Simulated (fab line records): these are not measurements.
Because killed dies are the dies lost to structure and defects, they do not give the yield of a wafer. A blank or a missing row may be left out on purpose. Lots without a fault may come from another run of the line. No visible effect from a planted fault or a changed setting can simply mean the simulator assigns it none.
fab line records	flow nand_harc
record lots=7	wafers=21	last_day=23
route steps=1159 shown A_CONTACT@937
lots untouched by any fault: they come from a run of this same line in which no faults occurred
start_h: hours from the record's opening day to when the first of the lot's shown wafers began	wait_h: time in hours since the lot's previous step	" the same as in the row above	L1.1+2: a row that stands for several wafers	- no value, or no start given	* or withheld: withheld	< > ~ a bound
route shown NAME@n: a module of which the file shows steps, and the number in the route of the first	usual: the fault-free wafers' mean and standard deviation	same: alike in all rows	chamber/n: place in a boat	sites: the reading at each site	_std_site: standard deviation of those values	_edge_site: the outer-site mean with the inner-site mean subtracted	radius_mm: for every site, how far away it sits from the centre of the wafer	mask NAME#n: copy n	behind: the tool/chamber that last shaped the wafer	hold: reason for holding the lot/hours on hold/outcome of the hold	device: which transistor (n, p or np) failed to switch	end of line: tests of these same wafers at the route's end	a step with no rows: only its recipe	killed: dies that structure and defects cost at the first sort, which is not the same as the wafer's yield	map: dies across one wafer; x = killed, . = not, _ = none there
set.NAME: setting as actually run; set.NAME@STEP: the setting as run at that earlier step	model.NAME: the simulator's own value behind a step, which no gauge read
lots seen at some steps along the route; tables by step, rows by wafer
services: a tool's chamber out of use, with start hour (start_h, from the record's first day; less than 0 if before it), hours out, and reason
## steps
# step NHARC_A_CONTACT_INSPECT_10
# usual raw_defect_count=28/11
lot.wafer	tool	chamber	start_h	wait_h	raw_defect_count
L203.1	defect_inspect-01	-	397.47	0.0	9
L203.4	"	-	"	"	25
L203.6	"	-	"	"	24
L202.1	defect_inspect-02	-	398.79	0.0	15
L202.3	"	-	"	"	34
L202.5	"	-	"	"	23
L213.1	defect_inspect-01	-	455.80	0.0	23
L213.2	"	-	"	"	32
L213.4	"	-	"	"	30
L211.2	defect_inspect-02	-	462.95	0.0	38
L211.3	"	-	"	"	51
L211.4	"	-	"	"	37
L215.3	defect_inspect-02	-	470.31	0.0	19
L215.4	"	-	"	"	16
L215.6	"	-	"	"	25
L214.3	defect_inspect-01	-	473.44	0.0	22
L214.5	"	-	"	"	28
L214.6	"	-	"	"	26
L216.2	defect_inspect-02	-	476.13	0.0	27
L216.4	"	-	"	"	31
L216.5	"	-	"	"	35
# step NHARC_A_CONTACT_DESCUM_13
# recipe time_s=3	o2_flow_sccm=200	ar_flow_sccm=0	bias_power_w=0	chemistry=O2
# usual drypump_motor_current_A=5.9/0.49	oes_product_au=1.001/0.0083	rf_vpp_V=57.6/0.88	showerhead_plenum_p_Torr=1.89/0.083	throttle_valve_pct=11.311/0.0085
lot.wafer	tool	chamber	start_h	wait_h	drypump_motor_current_A	oes_product_au	rf_hours_counter_h	rf_vpp_V	showerhead_plenum_p_Torr	throttle_valve_pct
L203.1	rie_diel-12	1	397.58	0.1	6.6	0.992	2	56.2	1.86	11.306
L203.4	"	0	"	"	5.4	1.009	2	57.3	1.77	11.315
L203.6	"	1	"	"	6.6	1.007	-	57.2	1.86	11.321
L202.3	rie_diel-10	0	398.86	0.1	5.7	0.988	14	55.9	1.83	11.311
L202.1	"	1	"	"	5.4	0.996	12	57.2	2.00	11.308
L202.5	"	3	"	"	5.8	0.997	-	57.5	1.88	11.301
L213.1	rie_diel-12	2	455.87	0.1	6.3	0.986	13	59.1	2.03	11.312
L213.4	"	3	"	"	5.3	1.006	13	57.6	1.97	11.307
L213.2	"	0	"	"	5.4	1.006	13	57.7	1.76	11.318
L211.4	rie_diel-13	3	463.01	0.1	6.2	1.010	1	59.2	1.86	11.305
L211.2	"	1	"	"	6.6	0.996	1	56.9	1.87	11.313
L211.3	"	2	"	"	5.9	1.002	1	56.4	1.80	11.305
L215.3	rie_diel-13	3	470.39	0.1	6.2	1.002	5	58.0	1.86	11.318
L215.4	"	0	"	"	5.7	1.000	4	58.3	1.89	11.324
L215.6	"	2	"	"	5.9	1.010	-	56.0	1.80	11.302
L214.3	rie_diel-12	2	473.51	0.1	6.3	0.991	17	58.5	2.03	11.321
L214.6	"	1	"	"	6.6	1.003	-	58.3	1.86	11.305
L214.5	"	2	"	"	6.3	0.992	-	57.5	2.03	11.311
L216.4	rie_diel-12	1	476.19	0.1	6.6	1.006	17	56.3	1.86	11.301
L216.2	"	3	"	"	5.4	1.010	18	59.4	1.97	11.299
L216.5	"	1	"	"	6.6	0.996	-	58.4	1.86	11.311
# step NHARC_A_CONTACT_ETCH_88
# recipe target_depth_a=390	over_etch_frac=0.3	time_s=65	ion_energy_ev=80	cf4_flow_sccm=150	ar_flow_sccm=0	rf_w=300	bias_w=100	chemistry=CF4
# step NHARC_A_CONTACT_ETCH_89
# recipe target_depth_a=2600	over_etch_frac=0.3	time_s=475.3	ion_energy_ev=200	n2_flow_sccm=150	h2_flow_sccm=150	ar_flow_sccm=0	rf_w=400	bias_w=150	chemistry=N2/H2
# step NHARC_A_CONTACT_ETCH_30
# recipe target_depth_a=605	time_s=30.2	cf4_flow_sccm=100	chf3_flow_sccm=30	ar_flow_sccm=0	rf_w=500	bias_w=200	chemistry=CF4/CHF3
# step NHARC_A_CONTACT_ETCH_31
# recipe target_depth_a=20000	over_etch_frac=0.3	time_s=520	ion_energy_ev=150	o2_flow_sccm=400	cos_flow_sccm=20	ar_flow_sccm=0	rf_w=500	bias_w=300	chemistry=O2/COS
# step NHARC_A_CONTACT_ETCH_134
# recipe source_w=withheld	pressure_mtorr=20	bias_v=withheld	time_s=140	target_depth_a=7000	ar_flow_sccm=withheld	c4f8_flow_sccm=withheld	o2_flow_sccm=withheld	chemistry=C4F8/O2/Ar
# step NHARC_A_CONTACT_ETCH_135
# recipe source_w=withheld	pressure_mtorr=20	bias_v=3000	time_s=132	target_depth_a=12870	ar_flow_sccm=withheld	c4f8_flow_sccm=withheld	o2_flow_sccm=withheld	chemistry=C4F8/O2/Ar
# usual run_length_s=132/0
lot.wafer	tool	chamber	start_h	wait_h	rf_hours_counter_h	run_length_s
L203.1	har_cap_etch-02	1	399.01	0.2	13	132
L203.4	"	0	"	"	-	132
L203.6	"	0	"	"	-	132
L202.1	har_cap_etch-03	1	400.18	0.2	90	132
L202.3	"	1	"	"	-	132
L202.5	"	0	"	"	-	132
L213.1	har_cap_etch-01	1	457.60	0.2	70	132
L213.2	"	0	"	"	70	132
L213.4	"	0	"	"	-	132
L211.2	har_cap_etch-02	0	464.33	0.2	25	132
L211.3	"	0	"	"	-	132
L211.4	"	1	"	"	-	132
L215.4	har_cap_etch-01	0	471.61	0.1	-	132
L215.3	"	1	"	"	-	132
L215.6	"	0	"	"	-	132
L214.3	har_cap_etch-02	0	474.76	0.1	-	132
L214.6	"	0	"	"	-	132
L214.5	"	1	"	"	-	132
L216.2	har_cap_etch-03	0	477.54	0.2	105	132
L216.4	"	1	"	"	-	132
L216.5	"	0	"	"	-	132
# step NHARC_A_CONTACT_ETCH_136
# recipe source_w=withheld	pressure_mtorr=20	bias_v=3000	time_s=132	target_depth_a=12870	ar_flow_sccm=withheld	c4f8_flow_sccm=withheld	o2_flow_sccm=withheld	chemistry=C4F8/O2/Ar
# step NHARC_A_CONTACT_ETCH_137
# recipe source_w=withheld	pressure_mtorr=20	bias_v=3000	time_s=132	target_depth_a=12870	ar_flow_sccm=withheld	c4f8_flow_sccm=withheld	o2_flow_sccm=withheld	chemistry=C4F8/O2/Ar
# usual run_length_s=132/0
lot.wafer	tool	chamber	start_h	wait_h	rf_hours_counter_h	run_length_s
L203.1	har_cap_etch-02	1	399.26	0.1	13	132
L203.4	"	0	"	"	-	132
L203.6	"	0	"	"	-	132
L202.1	har_cap_etch-03	1	400.42	0.1	90	132
L202.3	"	1	"	"	-	132
L202.5	"	0	"	"	-	132
L213.1	har_cap_etch-01	1	457.84	0.1	71	132
L213.2	"	0	"	"	71	132
L213.4	"	0	"	"	-	132
L211.2	har_cap_etch-02	0	464.58	0.1	25	132
L211.3	"	0	"	"	-	132
L211.4	"	1	"	"	-	132
L215.4	har_cap_etch-01	0	471.85	0.1	-	132
L215.3	"	1	"	"	-	132
L215.6	"	0	"	"	-	132
L214.3	har_cap_etch-02	0	475.00	0.1	-	132
L214.6	"	0	"	"	-	132
L214.5	"	1	"	"	-	132
L216.2	har_cap_etch-03	0	477.78	0.1	105	132
L216.4	"	1	"	"	-	132
L216.5	"	0	"	"	-	132
# step NHARC_A_CONTACT_ETCH_138
# recipe source_w=withheld	pressure_mtorr=20	bias_v=3000	time_s=132	target_depth_a=12890	ar_flow_sccm=withheld	c4f8_flow_sccm=withheld	o2_flow_sccm=withheld	chemistry=C4F8/O2/Ar
# usual run_length_s=132/0
lot.wafer	tool	chamber	start_h	wait_h	rf_hours_counter_h	run_length_s
L203.1	har_cap_etch-02	1	399.38	0.1	13	132
L203.4	"	0	"	"	-	132
L203.6	"	0	"	"	-	132
L202.1	har_cap_etch-03	1	400.54	0.1	90	132
L202.3	"	1	"	"	-	132
L202.5	"	0	"	"	-	132
L213.1	har_cap_etch-01	1	457.96	0.1	71	132
L213.2	"	0	"	"	71	132
L213.4	"	0	"	"	-	132
L211.2	har_cap_etch-02	0	464.70	0.1	25	132
L211.3	"	0	"	"	-	132
L211.4	"	1	"	"	-	132
L215.4	har_cap_etch-01	0	471.98	0.1	-	132
L215.3	"	1	"	"	-	132
L215.6	"	0	"	"	-	132
L214.3	har_cap_etch-02	0	475.12	0.1	-	132
L214.6	"	0	"	"	-	132
L214.5	"	1	"	"	-	132
L216.2	har_cap_etch-03	0	477.90	0.1	105	132
L216.4	"	1	"	"	-	132
L216.5	"	0	"	"	-	132
# step NHARC_A_CONTACT_ETCH_139
# recipe source_w=withheld	pressure_mtorr=20	bias_v=400	time_s=137	target_depth_a=5900	ar_flow_sccm=withheld	c4f8_flow_sccm=11.5	o2_flow_sccm=7.2	chemistry=C4F8/O2/Ar
# step NHARC_A_CONTACT_ETCH_92
# recipe target_depth_a=400	over_etch_frac=0.5	time_s=85.7	ion_energy_ev=120	ch3f_flow_sccm=50	o2_flow_sccm=30	ar_flow_sccm=200	rf_w=500	bias_w=100	chemistry=CH3F/O2
# usual drypump_motor_current_A=5.9/0.5	oes_product_au=0.942/0.029	rf_fwd_power_W=496.3/1.9	rf_vpp_V=244.1/1.8	run_length_s=106.9/0.38	showerhead_plenum_p_Torr=2.43/0.11	throttle_valve_pct=20.662/0.0098
lot.wafer	tool	chamber	start_h	wait_h	drypump_motor_current_A	oes_product_au	rf_fwd_power_W	rf_hours_counter_h	rf_vpp_V	run_length_s	showerhead_plenum_p_Torr	throttle_valve_pct
L203.4	rie_diel-12	2	399.90	0.3	6.3	0.934	497.7	2	247.1	107.4	2.61	20.657
L203.1	"	1	"	"	6.6	0.943	494.1	2	242.6	107.0	2.39	20.667
L203.6	"	2	"	"	6.3	0.954	499.2	-	247.1	106.8	2.61	20.659
L202.1	rie_diel-12	0	401.10	0.4	5.5	0.938	497.7	2	240.1	106.6	2.28	20.669
L202.3	"	1	"	"	6.6	0.936	496.0	2	244.1	107.3	2.39	20.662
L202.5	"	3	"	"	5.4	0.929	494.6	-	245.3	106.5	2.53	20.673
L213.1	rie_diel-12	1	458.49	0.4	6.6	0.924	492.9	14	242.7	106.5	2.39	20.658
L213.2	"	3	"	"	5.4	0.935	-	14	244.5	80.2	2.53	20.665
L213.4	"	0	"	"	5.4	0.931	497.8	14	241.7	106.6	2.27	20.660
L211.4	rie_diel-12	1	465.34	0.3	6.6	0.937	494.5	15	241.8	106.7	2.39	20.651
L211.3	"	3	"	"	5.3	0.942	496.4	16	244.3	106.5	2.52	20.664
L211.2	"	0	"	"	5.5	0.944	-	15	243.1	80.0	2.27	20.675
L215.3	rie_diel-13	2	472.47	0.3	5.9	0.937	494.7	5	242.1	107.1	2.31	20.679
L215.4	"	0	"	"	5.7	0.932	496.9	5	243.4	106.1	2.43	20.647
L215.6	"	1	"	"	6.6	0.919	494.9	-	242.6	106.7	2.40	20.671
L214.3	rie_diel-12	0	475.65	0.3	5.4	0.938	498.8	17	239.7	106.7	2.27	20.663
L214.5	"	1	"	"	6.6	0.928	-	-	242.1	79.9	2.39	20.649
L214.6	"	2	"	"	6.2	0.928	498.1	-	246.6	107.0	2.60	20.664
L216.2	rie_diel-10	3	478.41	0.3	5.8	1.010	494.3	47	243.1	107.6	2.41	20.661
L216.4	"	2	"	"	5.0	0.983	493.7	43	242.6	106.8	2.34	20.675
L216.5	"	0	"	"	5.7	1.002	495.8	-	243.5	107.5	2.34	20.665
# step NHARC_A_CONTACT_ETCH_98
# recipe target_depth_a=200	over_etch_frac=0.5	time_s=10	ion_energy_ev=250	c4f6_flow_sccm=25	o2_flow_sccm=20	ar_flow_sccm=500	rf_w=600	bias_w=500	chemistry=C4F6/O2
# usual drypump_motor_current_A=5.9/0.52	oes_product_au=0.963/0.019	rf_fwd_power_W=587.0/2.8	rf_vpp_V=546/3.6	run_length_s=31.00/0.29	showerhead_plenum_p_Torr=3.89/0.17	throttle_valve_pct=26.903/0.0091
lot.wafer	tool	chamber	start_h	wait_h	drypump_motor_current_A	oes_product_au	rf_fwd_power_W	rf_hours_counter_h	rf_vpp_V	run_length_s	showerhead_plenum_p_Torr	throttle_valve_pct
L203.4	rie_diel-12	0	-	-	5.5	0.960	592.7	2	541	31.24	3.65	26.914
L203.1	"	1	"	"	6.6	0.974	585.1	2	544	31.00	3.83	26.902
L203.6	"	3	"	"	5.3	0.989	583.9	-	550	30.47	4.03	26.891
L202.1	rie_diel-12	0	-	-	5.5	0.949	594.1	2	542	30.58	3.65	26.906
L202.3	"	1	"	"	6.7	0.944	583.9	2	546	30.70	3.83	26.897
L202.5	"	2	"	"	6.3	0.942	589.1	-	551	31.16	4.15	26.902
L213.1	rie_diel-12	3	-	-	5.4	0.969	584.4	14	549	30.94	4.02	26.901
L213.2	"	0	"	"	5.5	0.953	591.4	14	541	30.96	3.64	26.899
L213.4	"	1	"	"	6.7	0.968	587.1	14	544	30.80	3.82	26.918
L211.4	rie_diel-12	2	-	-	6.3	0.947	591.5	15	552	31.16	4.15	26.898
L211.3	"	0	"	"	5.5	0.946	592.0	15	540	30.76	3.64	26.905
L211.2	"	1	"	"	6.6	0.959	584.8	15	545	30.81	3.82	26.907
L215.4	rie_diel-13	2	-	-	5.9	0.959	582.9	5	542	30.95	3.71	26.906
L215.3	"	1	"	"	6.6	0.972	584.6	5	545	31.18	3.83	26.898
L215.6	"	2	"	"	5.9	0.970	583.2	-	543	31.23	3.71	26.895
L214.3	rie_diel-12	0	-	-	5.5	0.952	590.6	17	540	30.82	3.64	26.902
L214.5	"	2	"	"	6.3	0.963	584.0	-	551	31.02	4.14	26.908
L214.6	"	3	"	"	5.4	0.964	585.4	-	549	31.00	4.02	26.894
L216.2	rie_diel-10	1	-	-	5.4	0.998	585.3	40	550	30.59	4.06	26.897
L216.4	"	3	"	"	5.8	1.005	590.4	47	545	31.11	3.84	26.924
L216.5	"	1	"	"	5.4	0.999	585.8	-	550	30.61	4.06	26.900
## services
tool	chamber	start_h	hours	kind
rie_diel-13	-	375.21	2.7	repair
rie_diel-12	-	379.40	9.0	pm
rie_diel-12	0	379.40	9.0	vent_cycle
rie_diel-12	1	379.40	9.0	vent_cycle
rie_diel-12	2	379.40	9.0	vent_cycle
rie_diel-12	3	379.40	9.0	vent_cycle
rie_diel-13	2	381.87	3.8	repair
rie_diel-10	1	387.50	7.1	repair
rie_diel-12	0	388.40	-	clean
rie_diel-12	1	388.40	-	clean
rie_diel-12	2	388.40	-	clean
rie_diel-12	3	388.40	-	clean
rie_diel-10	3	401.02	1.2	repair
rie_diel-12	0	412.90	-	clean
rie_diel-12	1	412.90	-	clean
rie_diel-12	2	412.90	-	clean
rie_diel-12	3	412.90	-	clean
rie_diel-10	1	425.89	3.1	repair
rie_diel-12	0	437.40	-	clean
rie_diel-12	1	437.40	-	clean
rie_diel-12	2	437.40	-	clean
rie_diel-10	-	441.10	0.4	repair
rie_diel-13	-	453.04	9.0	pm
rie_diel-10	-	477.16	0.5	repair
## key
first_sign step=NHARC_A_CONTACT_ETCH_92	reading=run_length_s	direction=down	sigmas=71	usual=*	struck=*
effect none on later readings
met_at NHARC_A_CONTACT_ETCH_92
struck_wafers L211.2,L213.2,L214.5
tester_left_out L211,L213,L214
onset_between 401.10 458.49
fault kind=process_parameter_drift	tool=rie_diel-12	chamber=-	onset_h=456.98	steps=NHARC_A_CONTACT_ETCH_92	channel=time_s	offset=*	shape=step	end_h=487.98	scope=struck_wafers_only	acts_in=*	stated=*
# tester_left_out: of these lots the tester's yield and bins aren't shown, on N5 and GAA mostly nor the transistor test; their killed dies are dies lost to structure and defects alone, not to doping, threshold or leakage, so they don't give the yield
